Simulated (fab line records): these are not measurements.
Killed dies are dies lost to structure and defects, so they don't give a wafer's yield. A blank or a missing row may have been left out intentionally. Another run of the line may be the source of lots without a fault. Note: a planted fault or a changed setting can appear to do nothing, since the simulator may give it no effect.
Which tool did it? || flow n5-finfet || 10 lots with 29 wafers sampled at 5 steps, on a route of 1938 steps

WHAT THE GAUGES SHOWED, per wafer
N5_PMOS_HMC_CHANNEL_EPI_CD_MEAS_09: the cd target is 237.4 nm. Usual: cd-nm reads 236.7 nm (standard deviation 1.2).
{"lot": "L807", "measured": "day 1 22:59", "on": "cd-sem-02", "cd-nm (nm)": "238.8 237.3 237.8", "flag": ""}
{"lot": "L808", "measured": "day 2 05:14", "on": "cd-sem-02", "cd-nm (nm)": "236.2 237.6 239.7", "flag": ""}
{"lot": "L810", "measured": "day 2 17:31", "on": "cd-sem-01", "cd-nm (nm)": "237.1 236.1 235.5", "flag": ""}
{"lot": "L811", "measured": "day 2 23:13", "on": "cd-sem-02", "cd-nm (nm)": "235.3 236.2 235.8", "flag": ""}
{"lot": "L812", "measured": "day 3 05:26", "on": "cd-sem-03", "cd-nm (nm)": "237.4 236.9 237.2", "flag": ""}
{"lot": "L817", "measured": "day 4 12:01", "on": "cd-sem-03", "cd-nm (nm)": "237.5 237.6 236.8", "flag": ""}
{"lot": "L818", "measured": "day 4 17:32", "on": "cd-sem-01", "cd-nm (nm)": "237.7 237.4 239.0", "flag": ""}
{"lot": "L822", "measured": "day 5 16:53", "on": "cd-sem-03", "cd-nm (nm)": "236.1 236.3 236.8", "flag": ""}
{"lot": "L828", "measured": "day 7 06:13", "on": "cd-sem-03", "cd-nm (nm)": "234.4 236.4 237.9", "flag": ""}
{"lot": "L829", "measured": "day 7 11:41", "on": "cd-sem-01", "cd-nm (nm)": "238.6 237.4", "flag": ""}

N5_BEOL_M4_RC_MEAS_101. Usual: DIBL_N 36.0 mV/V, standard deviation 2.5; DIBL_P 36.2 mV/V, standard deviation 3; IOFF_N 0.16 nA/um, standard deviation 0.044; IOFF_P 0.21 nA/um, standard deviation 0.049; ION_N 671 uA/um, standard deviation 15; ION_P 461 uA/um, standard deviation 8.7; SS_N 71.5 mV/dec, standard deviation 0.72; SS_P 73.4 mV/dec, standard deviation 0.9; VT_N 251 mV, standard deviation 4.4; VT_P -250 mV, standard deviation 4.
{"lot": "L807", "measured": "day 8 21:15", "on": "prober-02", "DIBL_N (mV/V)": "34.6 33.6 33.5", "DIBL_P (mV/V)": "36.4 35.3 35.5", "IOFF_N (nA/um)": "0.13 0.13 0.13", "IOFF_P (nA/um)": "0.19 0.17 0.18", "ION_N (uA/um)": "652 660 652", "ION_P (uA/um)": "449 452 447", "SS_N (mV/dec)": "71.9 71.7 72.0", "SS_P (mV/dec)": "73.2 73.2 73.0", "VT_N (mV)": "254 253 254", "VT_P (mV)": "-252 -253 -255", "flag": ""}
{"lot": "L808", "measured": "day 8 21:51", "on": "prober-01", "DIBL_N (mV/V)": "39.1 36.2 35.8", "DIBL_P (mV/V)": "39.3 36.5 34.4", "IOFF_N (nA/um)": "0.23 0.17 0.16", "IOFF_P (nA/um)": "0.27 0.23 0.20", "ION_N (uA/um)": "683 688 659", "ION_P (uA/um)": "463 468 451", "SS_N (mV/dec)": "73.2 71.3 71.9", "SS_P (mV/dec)": "74.2 73.4 73.2", "VT_N (mV)": "247 248 249", "VT_P (mV)": "-246 -248 -248", "flag": ""}
{"lot": "L810", "measured": "day 9 23:35", "on": "prober-01", "DIBL_N (mV/V)": "37.4 38.0 38.5", "DIBL_P (mV/V)": "38.6 39.2 39.4", "IOFF_N (nA/um)": "0.19 0.19 0.20", "IOFF_P (nA/um)": "0.24 0.25 0.24", "ION_N (uA/um)": "694 670 678", "ION_P (uA/um)": "470 454 457", "SS_N (mV/dec)": "72.2 72.3 72.9", "SS_P (mV/dec)": "73.8 73.3 74.5", "VT_N (mV)": "249 250 249", "VT_P (mV)": "-247 -252 -251", "flag": ""}
{"lot": "L811", "measured": "day 9 23:16", "on": "prober-02", "DIBL_N (mV/V)": "41.4 38.8 39.2", "DIBL_P (mV/V)": "41.8 39.1 39.7", "IOFF_N (nA/um)": "0.26 0.19 0.20", "IOFF_P (nA/um)": "0.29 0.24 0.24", "ION_N (uA/um)": "697 673 690", "ION_P (uA/um)": "466 457 468", "SS_N (mV/dec)": "72.5 73.0 72.9", "SS_P (mV/dec)": "75.0 74.2 75.1", "VT_N (mV)": "245 247 248", "VT_P (mV)": "-246 -249 -251", "flag": ""}
{"lot": "L812", "measured": "day 10 03:35", "on": "prober-01", "DIBL_N (mV/V)": "36.4 34.6 35.0", "DIBL_P (mV/V)": "36.8 33.4 35.4", "IOFF_N (nA/um)": "0.15 0.11 0.12", "IOFF_P (nA/um)": "0.20 0.16 0.20", "ION_N (uA/um)": "678 653 669", "ION_P (uA/um)": "464 452 468", "SS_N (mV/dec)": "71.5 70.4 71.6", "SS_P (mV/dec)": "73.5 72.5 72.8", "VT_N (mV)": "252 255 255", "VT_P (mV)": "-251 -253 -252", "flag": ""}
{"lot": "L817", "measured": "day 11 11:53", "on": "prober-02", "DIBL_N (mV/V)": "36.6 38.0 30.6", "DIBL_P (mV/V)": "36.2 37.7 28.6", "IOFF_N (nA/um)": "0.16 0.18 0.08", "IOFF_P (nA/um)": "0.21 0.22 0.11", "ION_N (uA/um)": "666 680 656", "ION_P (uA/um)": "452 460 446", "SS_N (mV/dec)": "71.6 71.9 70.4", "SS_P (mV/dec)": "73.5 74.1 71.3", "VT_N (mV)": "252 249 259", "VT_P (mV)": "-250 -253 -260", "flag": ""}
{"lot": "L818", "measured": "day 11 20:52", "on": "prober-02", "DIBL_N (mV/V)": "40.2 38.9 38.6", "DIBL_P (mV/V)": "39.5 37.9 36.6", "IOFF_N (nA/um)": "0.21 0.18 0.17", "IOFF_P (nA/um)": "0.29 0.24 0.22", "ION_N (uA/um)": "695 676 668", "ION_P (uA/um)": "476 471 456", "SS_N (mV/dec)": "72.0 72.1 71.9", "SS_P (mV/dec)": "74.3 73.6 73.7", "VT_N (mV)": "243 247 250", "VT_P (mV)": "-245 -248 -250", "flag": ""}
{"lot": "L822", "measured": "day 12 07:01", "on": "prober-02", "DIBL_N (mV/V)": "37.8 34.2 38.7", "DIBL_P (mV/V)": "37.9 32.6 38.6", "IOFF_N (nA/um)": "0.20 0.12 0.23", "IOFF_P (nA/um)": "0.22 0.15 0.25", "ION_N (uA/um)": "691 660 700", "ION_P (uA/um)": "461 448 463", "SS_N (mV/dec)": "71.4 71.2 72.4", "SS_P (mV/dec)": "74.0 72.5 74.3", "VT_N (mV)": "245 254 243", "VT_P (mV)": "-252 -254 -251", "flag": ""}
{"lot": "L828", "measured": "day 13 20:39", "on": "prober-01", "DIBL_N (mV/V)": "40.1 36.2 37.9", "DIBL_P (mV/V)": "40.6 35.1 37.6", "IOFF_N (nA/um)": "0.25 0.13 0.19", "IOFF_P (nA/um)": "0.31 0.19 0.25", "ION_N (uA/um)": "689 651 675", "ION_P (uA/um)": "470 453 463", "SS_N (mV/dec)": "73.0 71.1 71.8", "SS_P (mV/dec)": "74.3 73.0 73.6", "VT_N (mV)": "245 255 246", "VT_P (mV)": "-242 -252 -246", "flag": ""}
{"lot": "L829", "measured": "day 14 06:51", "on": "prober-02", "DIBL_N (mV/V)": "37.1 34.0", "DIBL_P (mV/V)": "38.2 34.5", "IOFF_N (nA/um)": "0.17 0.12", "IOFF_P (nA/um)": "0.21 0.16", "ION_N (uA/um)": "685 675", "ION_P (uA/um)": "470 460", "SS_N (mV/dec)": "71.1 70.8", "SS_P (mV/dec)": "74.5 73.5", "VT_N (mV)": "253 252", "VT_P (mV)": "-253 -258", "flag": ""}

WHAT TOOL EACH LOT RAN ON (gives the tool, then ch and the chambers of the sampled wafers, and finally the start)
{"lot": "L807", "N5_FIN_SAQP_ALD_61": "ald-sin-01 ch 2,3, day 2 02:59", "N5_FIN_SAQP_DENSIFY_62": "rtp-anneal-01 ch 0, day 2 03:11", "N5_FIN_SAQP_HM_DEP_03": "pecvd-04 ch 0,1,2, day 2 03:24"}
{"lot": "L808", "N5_FIN_SAQP_ALD_61": "ald-sin-03 ch 0,1, day 2 08:16", "N5_FIN_SAQP_DENSIFY_62": "rtp-anneal-02 ch 0, day 2 08:28", "N5_FIN_SAQP_HM_DEP_03": "pecvd-02 ch 0,1, day 2 08:41"}
{"lot": "L810", "N5_FIN_SAQP_ALD_61": "ald-sin-03 ch 0,2, day 2 21:55", "N5_FIN_SAQP_DENSIFY_62": "rtp-anneal-02 ch 0, day 2 22:08", "N5_FIN_SAQP_HM_DEP_03": "pecvd-04 ch 0,1, day 2 22:20"}
{"lot": "L811", "N5_FIN_SAQP_ALD_61": "ald-sin-04 ch 2,3, day 3 02:41", "N5_FIN_SAQP_DENSIFY_62": "rtp-anneal-02 ch 0, day 3 02:53", "N5_FIN_SAQP_HM_DEP_03": "pecvd-01 ch 0,2, day 3 03:07"}
{"lot": "L812", "N5_FIN_SAQP_ALD_61": "ald-sin-01 ch 2,3, day 3 08:27", "N5_FIN_SAQP_DENSIFY_62": "rtp-anneal-01 ch 0, day 3 08:44", "N5_FIN_SAQP_HM_DEP_03": "pecvd-01 ch 0,1,2, day 3 08:53"}
{"lot": "L817", "N5_FIN_SAQP_ALD_61": "ald-sin-01 ch 1,2,3, day 4 15:02", "N5_FIN_SAQP_DENSIFY_62": "rtp-anneal-01 ch 0, day 4 15:14", "N5_FIN_SAQP_HM_DEP_03": "pecvd-01 ch 0,1,2, day 4 15:27"}
{"lot": "L818", "N5_FIN_SAQP_ALD_61": "ald-sin-01 ch 1,2,3, day 4 20:46", "N5_FIN_SAQP_DENSIFY_62": "rtp-anneal-01 ch 0, day 4 20:59", "N5_FIN_SAQP_HM_DEP_03": "pecvd-01 ch 1,2, day 4 21:11"}
{"lot": "L822", "N5_FIN_SAQP_ALD_61": "ald-sin-03 ch 1,2, day 5 22:10", "N5_FIN_SAQP_DENSIFY_62": "rtp-anneal-01 ch 0, day 5 22:34", "N5_FIN_SAQP_HM_DEP_03": "pecvd-04 ch 0,1, day 5 22:47"}
{"lot": "L828", "N5_FIN_SAQP_ALD_61": "ald-sin-04 ch 0,1, day 7 09:11", "N5_FIN_SAQP_DENSIFY_62": "rtp-anneal-01 ch 0, day 7 09:27", "N5_FIN_SAQP_HM_DEP_03": "pecvd-02 ch 0,1,2, day 7 09:37"}
{"lot": "L829", "N5_FIN_SAQP_ALD_61": "ald-sin-03 ch 0,1, day 7 14:52", "N5_FIN_SAQP_DENSIFY_62": "rtp-anneal-02 ch 0, day 7 15:07", "N5_FIN_SAQP_HM_DEP_03": "pecvd-01 ch 0,2, day 7 15:18"}
- N5_FIN_SAQP_ALD_61: deposits SiO2, target thk 4 nm, pulse time 1 s, purge time 2 s.
- N5_FIN_SAQP_DENSIFY_62: time 60 s.
- N5_FIN_SAQP_HM_DEP_03: deposits SiNx from SiH4/NH3/N2, target thk 38 nm, time 33.6 s.

WHAT THE TOOLS THEMSELVES READ (means of the sampled wafers that have a number; where no wafer has one, the mark that the record gives instead)
N5_FIN_SAQP_ALD_61. Usual: heater-power-w 484 W, standard deviation 64; precursor-pulse-height-rel 1.003, standard deviation 0.021.
{"lot": "L807", "tool": "ald-sin-01", "heater-power-w (W)": 448, "precursor-pulse-height-rel": 0.996, "flag": ""}
{"lot": "L808", "tool": "ald-sin-03", "heater-power-w (W)": 452, "precursor-pulse-height-rel": 0.989, "flag": ""}
{"lot": "L810", "tool": "ald-sin-03", "heater-power-w (W)": 527, "precursor-pulse-height-rel": 1.020, "flag": ""}
{"lot": "L811", "tool": "ald-sin-04", "heater-power-w (W)": 464, "precursor-pulse-height-rel": 1.016, "flag": ""}
{"lot": "L812", "tool": "ald-sin-01", "heater-power-w (W)": 457, "precursor-pulse-height-rel": 1.001, "flag": ""}
{"lot": "L817", "tool": "ald-sin-01", "heater-power-w (W)": 464, "precursor-pulse-height-rel": 0.982, "flag": ""}
{"lot": "L818", "tool": "ald-sin-01", "heater-power-w (W)": 457, "precursor-pulse-height-rel": 1.004, "flag": ""}
{"lot": "L822", "tool": "ald-sin-03", "heater-power-w (W)": 446, "precursor-pulse-height-rel": 1.003, "flag": ""}
{"lot": "L828", "tool": "ald-sin-04", "heater-power-w (W)": 485, "precursor-pulse-height-rel": 1.004, "flag": ""}
{"lot": "L829", "tool": "ald-sin-03", "heater-power-w (W)": 501, "precursor-pulse-height-rel": 1.016, "flag": ""}

N5_FIN_SAQP_DENSIFY_62. Usual: lamp-power-pct 9.84 %, standard deviation 0.055; lamp_zone_2_pct 9.847 %, standard deviation 0.012; wafer_temp_C_max 703.2, standard deviation 0.59.
{"lot": "L807", "tool": "rtp-anneal-01", "lamp-power-pct (%)": 9.89, "lamp_zone_2_pct (%)": 9.843, "wafer_temp_C_max": 704.0, "flag": ""}
{"lot": "L808", "tool": "rtp-anneal-02", "lamp-power-pct (%)": 9.88, "lamp_zone_2_pct (%)": 9.858, "wafer_temp_C_max": 703.3, "flag": ""}
{"lot": "L810", "tool": "rtp-anneal-02", "lamp-power-pct (%)": 9.84, "lamp_zone_2_pct (%)": 9.841, "wafer_temp_C_max": 703.4, "flag": ""}
{"lot": "L811", "tool": "rtp-anneal-02", "lamp-power-pct (%)": 9.85, "lamp_zone_2_pct (%)": 9.847, "wafer_temp_C_max": 702.8, "flag": ""}
{"lot": "L812", "tool": "rtp-anneal-01", "lamp-power-pct (%)": 9.83, "lamp_zone_2_pct (%)": 9.850, "wafer_temp_C_max": 703.0, "flag": ""}
{"lot": "L817", "tool": "rtp-anneal-01", "lamp-power-pct (%)": 9.85, "lamp_zone_2_pct (%)": 9.853, "wafer_temp_C_max": 703.0, "flag": ""}
{"lot": "L818", "tool": "rtp-anneal-01", "lamp-power-pct (%)": 9.85, "lamp_zone_2_pct (%)": 9.867, "wafer_temp_C_max": 703.5, "flag": ""}
{"lot": "L822", "tool": "rtp-anneal-01", "lamp-power-pct (%)": 9.90, "lamp_zone_2_pct (%)": 9.844, "wafer_temp_C_max": 703.1, "flag": ""}
{"lot": "L828", "tool": "rtp-anneal-01", "lamp-power-pct (%)": 9.83, "lamp_zone_2_pct (%)": 9.850, "wafer_temp_C_max": 703.6, "flag": ""}
{"lot": "L829", "tool": "rtp-anneal-02", "lamp-power-pct (%)": 9.80, "lamp_zone_2_pct (%)": 9.848, "wafer_temp_C_max": 703.5, "flag": ""}

N5_FIN_SAQP_HM_DEP_03. Usual: heater-power-w 754 W, standard deviation 160; showerhead-plenum-p-Torr 5.14 Torr, standard deviation 0.061; throttle-valve-pct 39.5 %, standard deviation 1.3.
{"lot": "L807", "tool": "pecvd-04", "heater-power-w (W)": 818, "showerhead-plenum-p-Torr (Torr)": 5.09, "throttle-valve-pct (%)": 40.3, "flag": ""}
{"lot": "L808", "tool": "pecvd-02", "heater-power-w (W)": 714, "showerhead-plenum-p-Torr (Torr)": 5.19, "throttle-valve-pct (%)": 38.1, "flag": ""}
{"lot": "L810", "tool": "pecvd-04", "heater-power-w (W)": 656, "showerhead-plenum-p-Torr (Torr)": 5.13, "throttle-valve-pct (%)": 39.6, "flag": ""}
{"lot": "L811", "tool": "pecvd-01", "heater-power-w (W)": 888, "showerhead-plenum-p-Torr (Torr)": 5.10, "throttle-valve-pct (%)": 39.8, "flag": ""}
{"lot": "L812", "tool": "pecvd-01", "heater-power-w (W)": 724, "showerhead-plenum-p-Torr (Torr)": 5.13, "throttle-valve-pct (%)": 39.6, "flag": ""}
{"lot": "L817", "tool": "pecvd-01", "heater-power-w (W)": 703, "showerhead-plenum-p-Torr (Torr)": 5.14, "throttle-valve-pct (%)": 39.9, "flag": ""}
{"lot": "L818", "tool": "pecvd-01", "heater-power-w (W)": 652, "showerhead-plenum-p-Torr (Torr)": 5.14, "throttle-valve-pct (%)": 39.8, "flag": ""}
{"lot": "L822", "tool": "pecvd-04", "heater-power-w (W)": 724, "showerhead-plenum-p-Torr (Torr)": 5.13, "throttle-valve-pct (%)": 39.9, "flag": ""}
{"lot": "L828", "tool": "pecvd-02", "heater-power-w (W)": 770, "showerhead-plenum-p-Torr (Torr)": 5.21, "throttle-valve-pct (%)": 37.6, "flag": ""}
{"lot": "L829", "tool": "pecvd-01", "heater-power-w (W)": 779, "showerhead-plenum-p-Torr (Torr)": 5.10, "throttle-valve-pct (%)": 40.0, "flag": ""}

THE ANSWER, worked out from the rows above alone
Rule: take the mean of a lot's wafers that have a number; if it is more than 3 standard deviations from the usual mean, the lot is off. A lot without any number at a reading at which 4 lots or more have one is off too. The other lots that the step has rows for count as sound. Order of review: gauges by route order, followed by the tools' own readings, for which a lot's mean as printed above is used. The first step at which some lot is off is used, and at that step the reading that is off furthest; a lot without a number counts as furthest.
No lot is off on any of the readings shown, so nothing can be concluded from this.

WHAT THE SIMULATOR HAD PUT IN
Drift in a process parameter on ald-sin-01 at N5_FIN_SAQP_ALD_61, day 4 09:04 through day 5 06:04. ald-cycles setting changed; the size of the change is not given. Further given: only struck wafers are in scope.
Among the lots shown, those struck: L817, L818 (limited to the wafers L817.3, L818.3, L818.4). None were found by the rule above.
